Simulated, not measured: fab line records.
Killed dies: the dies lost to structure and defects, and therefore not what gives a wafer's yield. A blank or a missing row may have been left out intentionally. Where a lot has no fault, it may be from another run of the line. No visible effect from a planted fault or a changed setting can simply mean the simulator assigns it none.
fab line records	flow nand_harc
record lots=13	wafers=39	last_day=32
route steps=1302 shown A_CONTACT@1066 THIN_TSV@1262 END@1302
lots that met no fault: from a run of the same line without faults
start_h: hours from the record's opening day to when the first of the lot's shown wafers began	wait_h: hours since the lot's step before	" identical to the entry in the row above	L1.1+2: a row that stands for several wafers	- no value, or no start given	* or withheld: withheld	< > ~ a bound
route shown NAME@n: NAME is a module with steps in the file, n the number in the route of the first one	usual: mean/standard deviation taken from wafers without a fault	same: alike in all rows	chamber/n: place in a boat	sites: readings site by site	_std_site: their standard deviation	_edge_site: outer sites' mean less inner sites'	radius_mm: how far each site lies from the wafer's centre	mask NAME#n: copy n	behind: the tool/chamber that last shaped the wafer	hold: what put the lot on hold/how long, in hours/how the hold closed	device: the transistor (n, p or np) that didn't switch	end of line: tests run on the same wafers once the route is complete	step lacking rows: just its recipe	killed: at the first sort, the dies lost to defects and structure; wafer yield is something else	map: shows each die of a wafer: x if killed, . if not, _ if none is there
set.NAME: the setting as run; set.NAME@STEP: as run at that earlier step	model.NAME: the simulator's own value behind a step, which no gauge read
steps of the route over a sample of lots; a table a step, a row a wafer
services: the hour from which a tool's chamber was out of use, counted from the record's first day as start_h (under 0 if before that day), plus the number of hours and why
## steps
# step NHARC_A_CONTACT_DEP_84
# recipe target_thk_a=28000	temp_c=400	material=aC
# usual throttle_valve_pct=34.999/0.0096
lot.wafer	tool	chamber	start_h	wait_h	throttle_valve_pct
L115.1	acl_dep-02	0	527.09	-	34.996
L115.4	"	0	"	"	35.009
L115.5	"	0	"	"	34.993
L114.1	acl_dep-01	0	531.55	-	35.005
L114.4	"	0	"	"	34.999
L114.5	"	0	"	"	34.993
L117.1	acl_dep-01	0	533.94	-	34.986
L117.2	"	0	"	"	34.988
L117.6	"	0	535.42	-	34.989
L119.1	acl_dep-01	0	576.95	-	35.000
L119.2	"	0	"	"	35.000
L119.6	"	0	578.37	-	34.998
L121.3	acl_dep-01	0	587.23	-	34.992
L121.4	"	0	"	"	35.006
L121.5	"	0	"	"	34.997
L122.3	acl_dep-02	0	597.53	-	35.000
L122.4	"	0	"	"	35.011
L122.6	"	0	"	"	34.995
L125.1	acl_dep-03	0	641.00	-	35.006
L125.3	"	0	"	"	35.005
L125.4	"	0	"	"	34.995
L129.2	acl_dep-01	0	662.65	-	34.987
L129.4	"	0	"	"	35.004
L129.5	"	0	"	"	35.001
L130.2	acl_dep-01	0	664.35	-	35.003
L130.3	"	0	"	"	34.990
L130.4	"	0	"	"	35.011
L128.2	acl_dep-01	0	672.17	-	35.013
L128.4	"	0	"	"	34.982
L128.5	"	0	"	"	35.000
L132.1	acl_dep-03	0	687.82	-	35.007
L132.2	"	0	"	"	34.996
L132.5	"	0	"	"	35.012
L134.1	acl_dep-02	0	706.06	-	34.987
L134.2	"	0	"	"	34.989
L134.6	"	0	707.52	-	35.000
L136.1	acl_dep-02	0	713.52	-	35.006
L136.3	"	0	"	"	34.988
L136.5	"	0	"	"	34.997
# step NHARC_THIN_TSV_ETCH_44
# recipe target_depth_a=15942	time_s=797.1	cf4_flow_sccm=150	o2_flow_sccm=10	ar_flow_sccm=0	rf_w=300	bias_w=800	chemistry=CF4/O2
# usual drypump_motor_current_A=5.9/0.36	oes_product_au=1.005/0.015	rf_fwd_power_W=299.8/0.83	rf_vpp_V=796/3.9	showerhead_plenum_p_Torr=1.85/0.061	throttle_valve_pct=16.914/0.01
lot.wafer	tool	chamber	start_h	wait_h	drypump_motor_current_A	oes_product_au	rf_fwd_power_W	rf_hours_counter_h	rf_vpp_V	showerhead_plenum_p_Torr	throttle_valve_pct
L115.1	rie_diel-11	2	564.90	0.2	5.9	1.017	300.3	10	796	1.86	16.927
L115.4	"	3	"	"	6.2	1.001	299.1	9	800	1.91	16.905
L115.5	"	1	"	"	6.5	1.009	299.9	-	800	1.92	16.915
L114.1	rie_diel-03	2	569.13	0.1	6.2	0.997	298.7	5	799	1.90	16.916
L114.4	"	0	"	"	5.3	0.997	300.9	6	801	1.93	16.925
L114.5	"	2	"	"	6.2	1.008	300.9	-	798	1.90	16.903
L117.1	rie_diel-11	1	570.23	0.1	6.5	1.006	301.1	10	800	1.92	16.915
L117.2	"	3	"	"	6.2	0.997	299.7	10	799	1.91	16.911
L117.6	"	0	"	"	5.8	0.984	300.5	-	794	1.79	16.938
L119.1	rie_diel-03	2	624.61	0.1	6.2	0.989	299.7	7	799	1.90	16.912
L119.2	"	0	"	"	5.3	0.997	300.7	8	802	1.93	16.923
L119.6	"	3	"	"	5.3	1.013	299.0	-	795	1.83	16.917
L121.3	rie_diel-03	3	626.00	0.1	5.3	1.007	299.1	8	794	1.83	16.921
L121.4	"	0	"	"	5.3	0.995	298.2	8	800	1.93	16.895
L121.5	"	2	"	"	6.2	0.988	300.0	-	799	1.90	16.916
L122.3	rie_diel-13	1	638.19	0.1	6.0	1.035	300.1	7	797	1.85	16.911
L122.4	"	3	"	"	5.5	0.997	299.3	8	787	1.72	16.920
L122.6	"	1	"	"	6.0	1.038	300.5	-	796	1.85	16.914
L125.4	rie_diel-11	0	677.39	0.1	5.8	0.998	300.5	3	791	1.79	16.910
L125.3	"	2	"	"	5.9	0.975	299.6	3	796	1.86	16.923
L125.1	"	3	"	"	6.2	1.028	300.7	3	798	1.91	16.928
L132.1	rie_diel-13	3	724.97	0.2	5.5	0.992	300.5	2	787	1.71	16.937
L132.2	"	0	"	"	5.8	0.997	300.6	3	790	1.76	16.926
L132.5	"	2	"	"	5.7	1.024	298.6	-	796	1.90	16.914
L134.2	rie_diel-13	2	746.88	0.1	5.7	1.034	300.0	3	799	1.90	16.911
L134.1	"	0	"	"	5.8	1.002	299.2	4	791	1.76	16.928
L134.6	"	1	"	"	6.0	1.025	299.7	-	796	1.85	16.915
L136.3	rie_diel-11	3	756.64	0.1	6.2	1.005	299.1	9	800	1.91	16.903
L136.1	"	2	"	"	6.0	0.994	300.8	9	796	1.85	16.908
L136.5	"	3	"	"	6.2	1.013	300.0	-	798	1.91	16.907
# step NHARC_THIN_TSV_ETCH_15
# recipe target_depth_a=30000	bosch_target_overetch_cycles=2	bosch_etch_step_s=2.8	bosch_dep_step_s=1.2	bosch_cycles=14
# usual drypump_motor_current_A=5.7/0.43
lot.wafer	tool	chamber	start_h	wait_h	drypump_motor_current_A	rf_hours_counter_h
L115.1	rie_si-04	1	565.37	-	5.1	0.15
L115.4	"	2	"	"	6.0	0.15
L115.5	"	0	"	"	6.4	-
L114.1	rie_si-02	0	569.73	-	5.4	0.59
L114.4	"	1	"	"	5.6	-
L114.5	"	0	"	"	5.4	-
L117.1	rie_si-04	1	570.74	-	5.1	0.20
L117.2	"	3	"	"	5.2	0.22
L117.6	"	2	"	"	6.0	-
L119.1	rie_si-04	0	625.20	-	6.4	0.53
L119.2	"	1	"	"	5.1	0.50
L119.6	"	3	"	"	5.1	-
L121.4	rie_si-02	1	626.51	-	5.6	1.04
L121.3	"	0	"	"	5.4	0.94
L121.5	"	1	"	"	5.6	-
L122.4	rie_si-03	3	638.76	-	6.4	0.31
L122.3	"	2	"	"	5.9	0.29
L122.6	"	3	"	"	6.4	-
L125.1	rie_si-02	2	677.96	-	6.2	0.22
L125.3	"	3	"	"	6.0	0.22
L125.4	"	0	"	"	5.4	0.12
L132.2	rie_si-03	0	725.43	-	5.9	0.91
L132.1	"	1	"	"	5.3	0.96
L132.5	"	1	"	"	5.3	-
L134.1	rie_si-04	2	747.40	-	6.0	0.17
L134.2	"	3	"	"	5.1	0.18
L134.6	"	1	"	"	5.1	-
L136.3	rie_si-04	1	757.21	-	5.1	0.34
L136.1	"	0	"	"	6.4	0.33
L136.5	"	1	"	"	5.1	-
# step NHARC_THIN_TSV_DEGAS_49
# recipe temp_c=300	time_s=120
# usual heater_power_w=488/56
lot.wafer	tool	chamber	start_h	wait_h	heater_power_w
L115.1	pvd_sputter-01	-	567.30	0.1	458
L115.4	"	-	"	"	445
L115.5	"	-	"	"	454
L114.4	pvd_sputter-03	-	572.19	0.1	500
L114.1	"	-	"	"	443
L114.5	"	-	"	"	542
L117.2	pvd_sputter-03	-	573.28	0.2	483
L117.1	"	-	"	"	527
L117.6	"	-	"	"	483
L119.1	pvd_sputter-03	-	627.12	0.1	455
L119.2	"	-	"	"	525
L119.6	"	-	"	"	454
L121.4	pvd_sputter-01	-	628.48	0.1	424
L121.3	"	-	"	"	532
L121.5	"	-	"	"	428
L122.4	pvd_sputter-02	-	640.70	0.1	499
L122.3	"	-	"	"	464
L122.6	"	-	"	"	612
L125.1	pvd_sputter-03	-	679.91	0.2	551
L125.4	"	-	"	"	501
L125.3	"	-	"	"	455
L132.1	pvd_sputter-01	-	727.41	0.2	461
L132.2	"	-	"	"	437
L132.5	"	-	"	"	415
L134.1	pvd_sputter-01	-	749.36	0.2	413
L134.2	"	-	"	"	540
L134.6	"	-	"	"	440
L136.1	pvd_sputter-03	-	759.18	0.2	525
L136.3	"	-	"	"	470
L136.5	"	-	"	"	511
# step NHARC_END_SORT_01
# recipe temp_c=25
# usual killed_at_array=56/19	killed_at_other=0.6/1	killed_at_periphery=3.9/2.7	killed_dies=61/19	killed_open=3.3/1.9	killed_short=2.4/1.7
# same gross_dies=677
lot.wafer	tool	chamber	start_h	wait_h	killed_at_array	killed_at_other	killed_at_periphery	killed_dies	killed_open	killed_short
L129.2	prober-02	0	716.21	2.8	671	0	4	675	1	3
L129.4	prober-02	0	717.82	3.4	669	1	7	677	2	3
L129.5	prober-02	0	718.62	3.7	673	0	4	677	3	4
L130.2	prober-01	0	718.02	4.7	673	2	2	677	3	3
L130.3	prober-01	0	718.82	5.0	668	5	4	677	7	1
L130.4	prober-01	0	719.62	5.3	670	2	5	677	7	5
L128.2	prober-02	0	725.60	2.8	666	2	9	677	4	3
L128.4	prober-02	0	727.20	3.4	671	2	3	676	7	2
L128.5	prober-02	0	728.00	3.7	674	0	2	676	4	6
# killed by level:class
L129.2 A_CONTACT:area_dep=586 A_SLIT:chamber_film_flake=31 A_CHANNEL_HOLE_D1:chamber_film_flake=29 A_CHANNEL_HOLE_D2:chamber_film_flake=15 A_WL_FILL:chamber_film_flake=3 P_M2:chamber_film_flake=2 A_STAIRCASE:chamber_film_flake=2 A_CHANNEL_HOLE_D1:geometric_particle:short=1
L129.4 A_CONTACT:area_dep=580 A_CHANNEL_HOLE_D1:chamber_film_flake=38 A_SLIT:chamber_film_flake=23 A_CHANNEL_HOLE_D2:chamber_film_flake=20 P_STI:chamber_film_flake=2 P_CONTACT:chamber_film_flake=2 A_CONTACT:chamber_film_flake=2 P_GATE:geometric_particle:short=1
L130.2 A_CONTACT:area_dep=641 A_CHANNEL_HOLE_D1:chamber_film_flake=16 A_CONTACT:chamber_film_flake=5 A_CHANNEL_FILL_D1:chamber_film_flake=2 A_STAIRCASE:chamber_film_flake=2 A_SLIT:chamber_film_flake=2 THIN_TSV:chamber_film_flake=2 P_GATE:geometric_particle:short=1
L129.5 A_CONTACT:area_dep=595 A_CHANNEL_HOLE_D1:chamber_film_flake=28 A_SLIT:chamber_film_flake=25 A_CHANNEL_HOLE_D2:chamber_film_flake=11 A_STAIRCASE:chamber_film_flake=6 A_ONON_D1:geometric_particle:open=2 A_CHANNEL_FILL_D2:geometric_particle:short=2 P_M2:chamber_film_flake=2
L130.3 A_CONTACT:area_dep=639 A_CHANNEL_HOLE_D1:chamber_film_flake=12 A_SLIT:chamber_film_flake=5 A_STAIRCASE:chamber_film_flake=4 THIN_TSV:chamber_film_flake=4 P_M0:geometric_particle:open=3 A_CONTACT:chamber_film_flake=3 A_DECK1_JOINT:geometric_particle:open=1
L130.4 A_CONTACT:area_dep=647 A_CHANNEL_HOLE_D1:chamber_film_flake=12 A_CONTACT:chamber_film_flake=4 A_BLC:geometric_particle:open=2 P_STI:geometric_particle:short=1 P_GATE:geometric_particle:open=1 P_CONTACT:geometric_particle:short=1 P_M0:geometric_particle:short=1
L128.2 A_CONTACT:area_dep=592 A_SLIT:chamber_film_flake=33 A_CHANNEL_HOLE_D2:chamber_film_flake=15 A_CHANNEL_HOLE_D1:chamber_film_flake=8 A_CONTACT:chamber_film_flake=8 A_CHANNEL_FILL_D2:chamber_film_flake=3 A_CHANNEL_FILL_D1:geometric_particle:short=2 P_M1:chamber_film_flake=2
L128.4 A_CONTACT:area_dep=599 A_SLIT:chamber_film_flake=37 A_CHANNEL_HOLE_D2:chamber_film_flake=11 A_CHANNEL_HOLE_D1:chamber_film_flake=9 A_CHANNEL_FILL_D1:geometric_particle:open=2 A_CONTACT:chamber_film_flake=2 A_CHANNEL_FILL_D2:chamber_film_flake=2 A_STAIRCASE:chamber_film_flake=2
L128.5 A_CONTACT:area_dep=602 A_SLIT:chamber_film_flake=34 A_CHANNEL_HOLE_D2:chamber_film_flake=15 A_CHANNEL_HOLE_D1:chamber_film_flake=7 A_CONTACT:chamber_film_flake=4 A_DECK1_JOINT:geometric_particle:short=2 A_ONON_D2:geometric_particle:short=2 A_STAIRCASE:chamber_film_flake=2
## services
tool	chamber	start_h	hours	kind
rie_diel-03	1	512.51	11.7	repair
rie_diel-13	-	519.00	9.0	pm
rie_si-04	-	519.00	9.0	pm
rie_diel-11	-	525.59	0.2	repair
pvd_sputter-03	-	526.01	10.0	pm
rie_diel-13	0	532.90	18.1	repair
rie_si-02	1	547.17	4.8	repair
rie_diel-03	-	551.85	0.4	repair
acl_dep-01	-	553.13	13.0	pm
rie_diel-11	2	579.94	2.5	repair
pvd_sputter-01	-	582.00	10.0	pm
rie_diel-11	-	609.50	9.0	pm
acl_dep-02	-	609.79	13.0	pm
rie_diel-11	0	659.02	10.2	repair
rie_diel-11	-	675.13	0.6	repair
pvd_sputter-03	-	691.78	1.4	repair
rie_si-04	-	696.00	9.0	pm
pvd_sputter-03	-	704.01	10.0	pm
rie_si-04	2	724.10	3.4	repair
rie_si-04	2	731.71	4.0	repair
rie_diel-11	1	732.23	4.4	repair
rie_diel-11	-	733.71	0.9	repair
acl_dep-01	-	735.20	13.0	pm
rie_diel-11	1	759.14	6.9	repair
## key
first_sign step=NHARC_END_SORT_01	reading=killed_dies	direction=up	sigmas=33	usual=61	struck=677
effect step=NHARC_END_SORT_01	reading=killed_at_array	direction=up	sigmas=33	usual=56	struck=671
more_kills_born_at NHARC_A_CONTACT_DEP_84@acl_dep-01=5481
met_at NHARC_A_CONTACT_DEP_84
struck_lots L128,L129,L130
later_rows_left_out L128.2,L128.4,L128.5,L129.2,L129.4,L129.5,L130.2,L130.3,L130.4
tester_left_out L128,L129,L130
not_acting_at NHARC_THIN_TSV_ETCH_44,NHARC_THIN_TSV_ETCH_15,NHARC_THIN_TSV_DEGAS_49
fault kind=process_parameter_drift	tool=acl_dep-01	chamber=-	onset_h=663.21	steps=NHARC_A_CONTACT_DEP_84	channel=target_thk_a	offset=*	shape=step	end_h=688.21	acts_in=*	stated=*
# tester_left_out: of these lots the tester's yield and bins aren't shown, on N5 and GAA mostly nor the transistor test; their killed dies are dies lost to structure and defects alone, not to doping, threshold or leakage, so they don't give the yield
# later_rows_left_out: the simulator's readings of these wafers behind a module that went badly wrong aren't trusted and aren't shown, but for the sort
